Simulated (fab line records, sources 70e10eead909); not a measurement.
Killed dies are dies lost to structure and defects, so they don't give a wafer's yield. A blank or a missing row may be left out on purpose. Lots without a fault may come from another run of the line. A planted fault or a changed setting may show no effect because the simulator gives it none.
A sampling plan put to the test | flow nand_harc | one fab line, 25 faults that these records tell of, each judged on the records of the lots that it struck
The plan is the line's own looks: the steps of the route at which a gauge or an inspection reads the wafer and doesn't change it. A look can be judged if struck wafers have a number there and the file gives its usual mean and standard deviation on fault-free wafers. Caught: at a look after the fault's first step, the mean of the struck wafers lies 4 or more of those standard deviations (sigma) from the usual mean. On the tool: the same test on the tool's own readings at the fault's steps. Another recipe on the struck wafers, or a record that is blank for them alone, also counts as caught.

THE FAULTS, as the simulator had put them in
1. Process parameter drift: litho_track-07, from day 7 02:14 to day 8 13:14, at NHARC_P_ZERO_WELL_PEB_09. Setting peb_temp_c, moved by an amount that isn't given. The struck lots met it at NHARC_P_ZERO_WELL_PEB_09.
2. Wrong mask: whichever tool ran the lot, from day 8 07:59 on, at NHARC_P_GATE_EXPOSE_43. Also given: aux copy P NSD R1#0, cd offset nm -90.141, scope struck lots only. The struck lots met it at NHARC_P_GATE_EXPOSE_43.
3. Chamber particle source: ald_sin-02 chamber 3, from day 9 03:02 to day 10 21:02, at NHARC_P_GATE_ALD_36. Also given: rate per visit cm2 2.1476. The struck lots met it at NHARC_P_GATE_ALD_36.
4. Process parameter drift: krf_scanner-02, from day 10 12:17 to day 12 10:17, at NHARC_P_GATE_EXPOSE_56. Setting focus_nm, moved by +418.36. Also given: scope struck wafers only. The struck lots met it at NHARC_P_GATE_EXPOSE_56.
5. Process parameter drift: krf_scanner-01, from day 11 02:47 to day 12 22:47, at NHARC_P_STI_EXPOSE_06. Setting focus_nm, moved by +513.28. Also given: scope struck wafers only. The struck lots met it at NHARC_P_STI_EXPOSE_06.
6. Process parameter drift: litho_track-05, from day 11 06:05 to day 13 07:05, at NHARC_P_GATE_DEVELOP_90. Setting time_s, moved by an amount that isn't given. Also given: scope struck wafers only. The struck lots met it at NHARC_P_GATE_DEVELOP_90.
7. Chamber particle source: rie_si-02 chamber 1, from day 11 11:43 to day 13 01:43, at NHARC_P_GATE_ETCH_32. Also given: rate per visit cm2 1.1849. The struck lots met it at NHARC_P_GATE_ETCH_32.
8. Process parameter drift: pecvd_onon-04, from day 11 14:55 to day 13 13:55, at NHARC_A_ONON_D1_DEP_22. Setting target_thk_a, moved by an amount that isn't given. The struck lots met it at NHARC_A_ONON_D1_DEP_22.
9. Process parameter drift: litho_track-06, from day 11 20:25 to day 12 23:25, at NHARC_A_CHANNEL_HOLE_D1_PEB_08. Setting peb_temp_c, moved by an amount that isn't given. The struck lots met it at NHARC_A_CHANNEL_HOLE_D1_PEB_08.
10. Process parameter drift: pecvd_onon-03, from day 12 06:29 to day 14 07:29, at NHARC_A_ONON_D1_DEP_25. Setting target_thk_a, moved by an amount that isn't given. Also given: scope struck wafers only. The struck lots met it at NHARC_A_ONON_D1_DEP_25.
11. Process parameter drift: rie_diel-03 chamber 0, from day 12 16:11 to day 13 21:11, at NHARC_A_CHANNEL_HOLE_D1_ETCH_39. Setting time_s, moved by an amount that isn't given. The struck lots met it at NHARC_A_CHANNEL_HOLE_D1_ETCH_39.
12. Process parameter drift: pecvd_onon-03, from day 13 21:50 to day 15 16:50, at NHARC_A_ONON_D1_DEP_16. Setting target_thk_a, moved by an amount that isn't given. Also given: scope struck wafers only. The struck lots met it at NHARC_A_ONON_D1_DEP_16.
13. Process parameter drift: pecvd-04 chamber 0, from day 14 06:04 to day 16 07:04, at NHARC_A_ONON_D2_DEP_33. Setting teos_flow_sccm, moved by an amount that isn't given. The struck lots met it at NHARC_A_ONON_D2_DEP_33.
14. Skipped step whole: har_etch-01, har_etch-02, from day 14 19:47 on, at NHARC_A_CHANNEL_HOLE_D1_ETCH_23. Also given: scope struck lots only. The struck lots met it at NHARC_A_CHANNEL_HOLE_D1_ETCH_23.
15. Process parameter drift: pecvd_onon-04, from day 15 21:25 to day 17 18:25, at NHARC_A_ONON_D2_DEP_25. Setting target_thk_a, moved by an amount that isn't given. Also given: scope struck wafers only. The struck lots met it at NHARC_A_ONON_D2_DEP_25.
16. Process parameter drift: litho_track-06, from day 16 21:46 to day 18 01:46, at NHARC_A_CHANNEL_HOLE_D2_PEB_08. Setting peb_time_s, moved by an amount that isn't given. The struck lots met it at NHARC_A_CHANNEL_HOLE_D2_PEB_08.
17. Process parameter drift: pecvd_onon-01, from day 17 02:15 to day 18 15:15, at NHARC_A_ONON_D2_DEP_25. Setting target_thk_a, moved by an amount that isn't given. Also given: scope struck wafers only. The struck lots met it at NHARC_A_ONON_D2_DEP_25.
18. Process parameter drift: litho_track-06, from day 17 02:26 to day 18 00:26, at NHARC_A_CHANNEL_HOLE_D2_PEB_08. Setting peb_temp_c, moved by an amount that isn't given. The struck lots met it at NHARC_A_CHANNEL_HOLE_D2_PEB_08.
19. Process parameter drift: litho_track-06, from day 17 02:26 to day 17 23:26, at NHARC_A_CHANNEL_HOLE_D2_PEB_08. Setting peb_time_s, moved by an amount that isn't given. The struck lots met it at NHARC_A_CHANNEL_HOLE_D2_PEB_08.
20. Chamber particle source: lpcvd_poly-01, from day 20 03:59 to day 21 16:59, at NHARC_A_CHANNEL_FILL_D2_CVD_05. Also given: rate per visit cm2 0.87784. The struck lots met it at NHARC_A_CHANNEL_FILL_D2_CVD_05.
21. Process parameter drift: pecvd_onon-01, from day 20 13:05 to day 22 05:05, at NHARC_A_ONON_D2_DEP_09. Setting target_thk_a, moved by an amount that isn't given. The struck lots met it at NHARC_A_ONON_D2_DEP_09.
22. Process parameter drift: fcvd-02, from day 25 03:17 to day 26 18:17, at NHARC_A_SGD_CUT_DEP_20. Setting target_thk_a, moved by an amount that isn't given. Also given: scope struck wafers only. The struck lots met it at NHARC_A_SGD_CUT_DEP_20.
23. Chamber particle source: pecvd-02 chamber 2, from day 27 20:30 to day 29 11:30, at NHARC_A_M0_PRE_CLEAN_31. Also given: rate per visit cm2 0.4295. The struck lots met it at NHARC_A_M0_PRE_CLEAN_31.
24. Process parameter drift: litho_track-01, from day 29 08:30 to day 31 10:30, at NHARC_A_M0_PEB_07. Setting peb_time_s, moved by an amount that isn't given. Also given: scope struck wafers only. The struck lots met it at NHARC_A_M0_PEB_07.
25. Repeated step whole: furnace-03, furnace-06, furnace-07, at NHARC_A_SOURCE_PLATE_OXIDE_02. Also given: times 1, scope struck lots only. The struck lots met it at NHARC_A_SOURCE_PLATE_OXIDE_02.

WHAT THE PLAN SAW
fault | on the tool itself                               | first look that catches it                      | reading, sigma                                         | median hours from its first step to that look | hours from the fault's start to the first struck lot there | judged looks passed uncaught
1     | plate_temp_C -60 sigma                           | NHARC_P_ZERO_WELL_CD_MEAS_11                    | cd_nm -32                                              | 0.1                                           | 5                                                          | 0
2     | no reading that can be judged                    | NHARC_P_GATE_CD_MEAS_46                         | cd_nm -52                                              | 0.2                                           | 8                                                          | 0
3     | under 2 sigma                                    | NHARC_P_GATE_INSPECT_68                         | raw_defect_count +21                                   | 11.4                                          | 26                                                         | 0
4     | no reading that can be judged                    | NHARC_P_GATE_CD_MEAS_59                         | cd_nm +14                                              | 0.1                                           | 10                                                         | 0
5     | under 2 sigma                                    | NHARC_P_STI_CD_MEAS_09                          | cd_nm -21                                              | 0.1                                           | 20                                                         | 0
6     | no reading that can be judged                    | no look after it can be judged                  | -                                                      | -                                             | -                                                          | 0
7     | under 2 sigma                                    | NHARC_P_GATE_INSPECT_68                         | raw_defect_count +12                                   | 17.9                                          | 55                                                         | 1
8     | under 2 sigma                                    | not the one look that can be judged after it    | strongest: thk_nm at NHARC_A_ONON_D1_THK_MEAS_24, -2.9 | -                                             | -                                                          | 1
9     | plate_temp_C -35 sigma                           | NHARC_A_CHANNEL_HOLE_D1_CD_MEAS_10              | cd_nm -29                                              | 0.1                                           | 4                                                          | 0
10    | no reading that can be judged                    | NHARC_A_ONON_D1_THK_MEAS_27                     | thk_nm -26                                             | 0.4                                           | 11                                                         | 0
11    | run_length_s -99 or beyond sigma                 | not the one look that can be judged after it    | -                                                      | -                                             | -                                                          | 1
12    | under 2 sigma                                    | NHARC_A_ONON_D1_THK_MEAS_18                     | thk_nm +44                                             | 0.5                                           | 13                                                         | 0
13    | throttle_valve_pct +4.6 sigma                    | NHARC_A_ONON_D2_THK_MEAS_34                     | thk_nm +33                                             | 0.4                                           | 0                                                          | 0
14    | the tool's record is blank for the struck wafers | NHARC_A_CHANNEL_HOLE_D1_CD_MEAS_30              | cd_nm -68                                              | 4.1                                           | 5                                                          | 0
15    | under 2 sigma                                    | NHARC_A_ONON_D2_THK_MEAS_27                     | thk_nm +12                                             | 0.5                                           | 16                                                         | 0
16    | no reading that can be judged                    | NHARC_A_CHANNEL_HOLE_D2_CD_MEAS_10              | cd_nm +8.8                                             | 0.1                                           | 1                                                          | 0
17    | under 2 sigma                                    | NHARC_A_ONON_D2_THK_MEAS_27                     | thk_nm -37                                             | 0.5                                           | 18                                                         | 0
18    | plate_temp_C +30 sigma                           | NHARC_A_CHANNEL_HOLE_D2_CD_MEAS_10              | cd_nm +18                                              | 0.1                                           | 4                                                          | 0
19    | heater_power_total_W +26 sigma                   | NHARC_A_CHANNEL_HOLE_D2_CD_MEAS_10              | cd_nm -6.5                                             | 0.1                                           | 4                                                          | 0
20    | under 2 sigma                                    | NHARC_END_SORT_01                               | killed_at_array +4.5                                   | 244.3                                         | 259                                                        | 0
21    | under 2 sigma                                    | NHARC_A_ONON_D2_THK_MEAS_11                     | thk_nm -4.5                                            | 0.5                                           | 22                                                         | 0
22    | the tool's record is blank for the struck wafers | not the one look that can be judged after it    | strongest: thk_nm at NHARC_A_SGD_CUT_THK_MEAS_22, -3.2 | -                                             | -                                                          | 1
23    | under 2 sigma                                    | NHARC_A_M1_INSPECT_11                           | raw_defect_count +8.9                                  | 1.4                                           | 11                                                         | 0
24    | under 2 sigma                                    | none of the 5 looks that can be judged after it | -                                                      | -                                             | -                                                          | 5
25    | under 2 sigma                                    | NHARC_A_SOURCE_PLATE_THK_MEAS_09                | thk_nm +5.4                                            | 8.3                                           | -                                                          | 0
A dash: the fault isn't caught, or these records don't give the number.

Caught at a look: 20 of 25. Caught on the tool: 8 of 25. By one or the other: 22 of 25.
Caught on the tool alone: faults 11, 22.
Caught at a look alone: faults 2, 3, 4, 5, 7, 10, 12, 15, 16, 17, 20, 21, 23, 25.
Caught by neither: faults 6, 8, 24.

THINNER SAMPLING
If the look that catches a fault measured only every second or every third lot, by lot number, the first struck lot would be measured this late in the worst case:
fault | struck lots at that look, in order of time | every lot | every second lot | every third lot
1     | L231, L232                                 | 5 h       | 15 h             | may miss all 2
2     | L219                                       | 8 h       | may miss it      | may miss it
3     | L107                                       | 26 h      | may miss it      | may miss it
4     | L307, L308                                 | 10 h      | 31 h             | may miss all 2
5     | L798, L799                                 | 20 h      | 33 h             | may miss all 2
7     | L493                                       | 55 h      | may miss it      | may miss it
9     | L438, L439                                 | 4 h       | 25 h             | may miss all 2
10    | L904, L906                                 | 11 h      | may miss all 2   | may miss all 2
12    | L615, L616, L617                           | 13 h      | 22 h             | 39 h
13    | L831                                       | 0 h       | may miss it      | may miss it
14    | L435, L436                                 | 5 h       | 13 h             | may miss all 2
15    | L725, L724                                 | 16 h      | 16 h             | may miss all 2
16    | L332, L333, L335                           | 1 h       | 9 h              | may miss all 3
17    | L489, L490                                 | 18 h      | 26 h             | may miss all 2
18    | L285, L287                                 | 4 h       | may miss all 2   | may miss all 2
19    | L315, L317                                 | 4 h       | may miss all 2   | may miss all 2
20    | L107, L108                                 | 259 h     | 269 h            | may miss all 2
21    | L617, L619                                 | 22 h      | may miss all 2   | may miss all 2
23    | L916, L915                                 | 11 h      | 14 h             | may miss all 2
Hours are from the fault's start to the first struck lot that is measured. The limit of 4 sigma was tested on all struck wafers together, so one lot alone may lie under it. Other struck lots may not be in these records.

THE LONGEST TIMED WAY FROM STEP TO LOOK
Fault 20: a median of 244.3 hours passes between NHARC_A_CHANNEL_FILL_D2_CVD_05 and NHARC_END_SORT_01. No look between them can be judged.
